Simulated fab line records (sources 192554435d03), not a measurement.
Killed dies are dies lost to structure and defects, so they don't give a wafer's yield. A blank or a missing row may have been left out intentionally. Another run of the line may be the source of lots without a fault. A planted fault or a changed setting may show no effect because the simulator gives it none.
Which tool was responsible? / flow n5-finfet / 31 wafers from 11 lots sampled at 3 of the route's 1938 steps

== WHAT THE GAUGES SHOWED, per wafer ==
N5_PASSIVATION_OVL_MEAS_60. Usual: TV_OVL typically reads -2 nm, with standard deviation 5.8.
lot=L996; measured=day 13 19:38; on=overlay-01; TV_OVL (nm)=-8 0 -11; flag=
lot=L997; measured=day 14 17:20; on=overlay-01; TV_OVL (nm)=2 -1 2; flag=
lot=L998; measured=day 14 18:17; on=overlay-02; TV_OVL (nm)=9 0 -2; flag=
lot=L100; measured=day 15 03:58; on=overlay-02; TV_OVL (nm)=-6 -4 1; flag=
lot=L101; measured=day 15 06:34; on=overlay-01; TV_OVL (nm)=9 3 5; flag=
lot=L104; measured=day 15 17:15; on=overlay-02; TV_OVL (nm)=4 3 -2; flag=
lot=L105; measured=day 16 02:56; on=overlay-02; TV_OVL (nm)=-6 -2 6; flag=
lot=L107; measured=day 16 18:25; on=overlay-01; TV_OVL (nm)=3; flag=
lot=L110; measured=day 17 04:59; on=overlay-02; TV_OVL (nm)=5 4 9; flag=
lot=L113; measured=day 18 22:01; on=overlay-01; TV_OVL (nm)=-1 1 -7; flag=
lot=L116; measured=day 20 16:15; on=overlay-02; TV_OVL (nm)=0 -5 -3; flag=

== WHICH TOOL RAN EACH LOT (tool, then ch and the chambers of the sampled wafers, then the start) ==
lot=L996; N5_BEOL_M0_SAQP_MANDREL_ETCH_20=rie-si-05 ch 0,2,3, day 5 13:51; N5_MIM_TOP_LITHO_DESCUM_10=rie-diel-01 ch 2,3, day 13 16:05
lot=L997; N5_BEOL_M0_SAQP_MANDREL_ETCH_20=rie-si-05 ch 0,1,3, day 6 02:34; N5_MIM_TOP_LITHO_DESCUM_10=rie-diel-04 ch 0,1, day 14 12:54
lot=L998; N5_BEOL_M0_SAQP_MANDREL_ETCH_20=rie-si-03 ch 1,2, day 6 04:20; N5_MIM_TOP_LITHO_DESCUM_10=rie-diel-01 ch 0,1,3, day 14 15:53
lot=L100; N5_BEOL_M0_SAQP_MANDREL_ETCH_20=rie-si-06 ch 0,3, day 6 08:05; N5_MIM_TOP_LITHO_DESCUM_10=rie-diel-01 ch 0,1, day 15 00:50
lot=L101; N5_BEOL_M0_SAQP_MANDREL_ETCH_20=rie-si-06 ch 2,3, day 6 18:58; N5_MIM_TOP_LITHO_DESCUM_10=rie-diel-06 ch 1,2, day 15 00:58
lot=L104; N5_BEOL_M0_SAQP_MANDREL_ETCH_20=rie-si-03 ch 1,2,3, day 8 11:43; N5_MIM_TOP_LITHO_DESCUM_10=rie-diel-04 ch 0,1,3, day 15 12:42
lot=L105; N5_BEOL_M0_SAQP_MANDREL_ETCH_20=rie-si-06 ch 1,3, day 8 12:04; N5_MIM_TOP_LITHO_DESCUM_10=rie-diel-01 ch 1,2, day 15 23:34
lot=L107; N5_BEOL_M0_SAQP_MANDREL_ETCH_20=rie-si-06 ch 0, day 10 07:04; N5_MIM_TOP_LITHO_DESCUM_10=rie-diel-04 ch 3, day 16 14:14
lot=L110; N5_BEOL_M0_SAQP_MANDREL_ETCH_20=rie-si-03 ch 0,1,3, day 10 07:29; N5_MIM_TOP_LITHO_DESCUM_10=rie-diel-06 ch 1,3, day 17 02:56
lot=L113; N5_BEOL_M0_SAQP_MANDREL_ETCH_20=rie-si-03 ch 0,3, day 11 14:26; N5_MIM_TOP_LITHO_DESCUM_10=rie-diel-06 ch 1,3, day 18 19:21
lot=L116; N5_BEOL_M0_SAQP_MANDREL_ETCH_20=rie-si-05 ch 0,1,3, day 13 00:05; N5_MIM_TOP_LITHO_DESCUM_10=rie-diel-01 ch 1,2,3, day 20 13:50
- N5_BEOL_M0_SAQP_MANDREL_ETCH_20: etches a-Si in HBr/Cl2, stops on SiNx, target depth 60 nm, bt time 10 s, time 30 s.
- N5_MIM_TOP_LITHO_DESCUM_10: chemistry O2, time 7.9 s.

== AS READ BY THE TOOLS THEMSELVES (means over the sampled wafers that have a number; for cases with no such wafer, the mark the record gives instead) ==
N5_BEOL_M0_SAQP_MANDREL_ETCH_20. Usual: drypump-motor-current-A 5.5 A, standard deviation 0.5; oes-product-au 0.775 a.u., standard deviation 0.013; throttle-valve-pct 35.48 %, standard deviation 0.28.
lot=L996; tool=rie-si-05; drypump-motor-current-A (A)=5.7; oes-product-au (a.u.)=0.770; throttle-valve-pct (%)=35.42; flag=
lot=L997; tool=rie-si-05; drypump-motor-current-A (A)=5.6; oes-product-au (a.u.)=0.776; throttle-valve-pct (%)=35.73; flag=
lot=L998; tool=rie-si-03; drypump-motor-current-A (A)=6.4; oes-product-au (a.u.)=0.777; throttle-valve-pct (%)=35.42; flag=
lot=L100; tool=rie-si-06; drypump-motor-current-A (A)=5.4; oes-product-au (a.u.)=0.787; throttle-valve-pct (%)=35.59; flag=
lot=L101; tool=rie-si-06; drypump-motor-current-A (A)=5.6; oes-product-au (a.u.)=0.772; throttle-valve-pct (%)=35.27; flag=
lot=L104; tool=rie-si-03; drypump-motor-current-A (A)=5.9; oes-product-au (a.u.)=0.775; throttle-valve-pct (%)=35.54; flag=
lot=L105; tool=rie-si-06; drypump-motor-current-A (A)=5.5; oes-product-au (a.u.)=0.788; throttle-valve-pct (%)=35.56; flag=
lot=L107; tool=rie-si-06; drypump-motor-current-A (A)=5.0; oes-product-au (a.u.)=0.771; throttle-valve-pct (%)=35.45; flag=
lot=L110; tool=rie-si-03; drypump-motor-current-A (A)=5.4; oes-product-au (a.u.)=0.776; throttle-valve-pct (%)=35.68; flag=
lot=L113; tool=rie-si-03; drypump-motor-current-A (A)=5.0; oes-product-au (a.u.)=0.783; throttle-valve-pct (%)=35.65; flag=
lot=L116; tool=rie-si-05; drypump-motor-current-A (A)=5.6; oes-product-au (a.u.)=0.775; throttle-valve-pct (%)=35.71; flag=

N5_MIM_TOP_LITHO_DESCUM_10. Usual: drypump-motor-current-A 5.8 A, standard deviation 0.35; oes-product-au 0.78 a.u., standard deviation 0.074; rf-vpp-V 243.4 V, standard deviation 1.2; showerhead-plenum-p-Torr 2.10 Torr, standard deviation 0.057; throttle-valve-pct 20.50 %, standard deviation 0.15.
lot=L996; tool=rie-diel-01; drypump-motor-current-A (A)=6.0; oes-product-au (a.u.)=0.78; rf-vpp-V (V)=242.7; showerhead-plenum-p-Torr (Torr)=2.04; throttle-valve-pct (%)=20.58; flag=
lot=L997; tool=rie-diel-04; drypump-motor-current-A (A)=5.7; oes-product-au (a.u.)=0.79; rf-vpp-V (V)=243.7; showerhead-plenum-p-Torr (Torr)=2.13; throttle-valve-pct (%)=20.25; flag=
lot=L998; tool=rie-diel-01; drypump-motor-current-A (A)=5.7; oes-product-au (a.u.)=0.76; rf-vpp-V (V)=242.9; showerhead-plenum-p-Torr (Torr)=2.12; throttle-valve-pct (%)=20.54; flag=
lot=L100; tool=rie-diel-01; drypump-motor-current-A (A)=5.7; oes-product-au (a.u.)=0.78; rf-vpp-V (V)=243.7; showerhead-plenum-p-Torr (Torr)=2.13; throttle-valve-pct (%)=20.49; flag=
lot=L101; tool=rie-diel-06; drypump-motor-current-A (A)=5.5; oes-product-au (a.u.)=0.76; rf-vpp-V (V)=243.9; showerhead-plenum-p-Torr (Torr)=2.12; throttle-valve-pct (%)=20.48; flag=
lot=L104; tool=rie-diel-04; drypump-motor-current-A (A)=6.1; oes-product-au (a.u.)=0.77; rf-vpp-V (V)=243.7; showerhead-plenum-p-Torr (Torr)=2.15; throttle-valve-pct (%)=20.30; flag=
lot=L105; tool=rie-diel-01; drypump-motor-current-A (A)=6.1; oes-product-au (a.u.)=0.77; rf-vpp-V (V)=242.3; showerhead-plenum-p-Torr (Torr)=2.04; throttle-valve-pct (%)=20.57; flag=
lot=L107; tool=rie-diel-04; drypump-motor-current-A (A)=6.5; oes-product-au (a.u.)=0.71; rf-vpp-V (V)=245.1; showerhead-plenum-p-Torr (Torr)=2.16; throttle-valve-pct (%)=20.33; flag=
lot=L110; tool=rie-diel-06; drypump-motor-current-A (A)=5.8; oes-product-au (a.u.)=0.75; rf-vpp-V (V)=243.0; showerhead-plenum-p-Torr (Torr)=2.09; throttle-valve-pct (%)=20.55; flag=
lot=L113; tool=rie-diel-06; drypump-motor-current-A (A)=5.8; oes-product-au (a.u.)=0.74; rf-vpp-V (V)=243.8; showerhead-plenum-p-Torr (Torr)=2.08; throttle-valve-pct (%)=20.58; flag=
lot=L116; tool=rie-diel-01; drypump-motor-current-A (A)=5.9; oes-product-au (a.u.)=0.73; rf-vpp-V (V)=242.4; showerhead-plenum-p-Torr (Torr)=2.05; throttle-valve-pct (%)=20.62; flag=

== THE ANSWER, worked out from the rows above alone ==
Rule: a lot counts as off when the mean over its wafers that have a number is more than 3 standard deviations away from the usual mean. Also off: a lot with no number at a reading for which 4 or more lots have one. The other lots that the step has rows for count as sound. Order of review: gauges by route order, followed by the tools' own readings, for which a lot's mean as printed above is used. At the first step where some lot is off, the reading lying furthest off is the one used; lots without a number count as furthest.
Across all readings shown, no lot is off: no conclusion can be drawn from this.

== WHAT THE SIMULATOR HAD INSERTED ==
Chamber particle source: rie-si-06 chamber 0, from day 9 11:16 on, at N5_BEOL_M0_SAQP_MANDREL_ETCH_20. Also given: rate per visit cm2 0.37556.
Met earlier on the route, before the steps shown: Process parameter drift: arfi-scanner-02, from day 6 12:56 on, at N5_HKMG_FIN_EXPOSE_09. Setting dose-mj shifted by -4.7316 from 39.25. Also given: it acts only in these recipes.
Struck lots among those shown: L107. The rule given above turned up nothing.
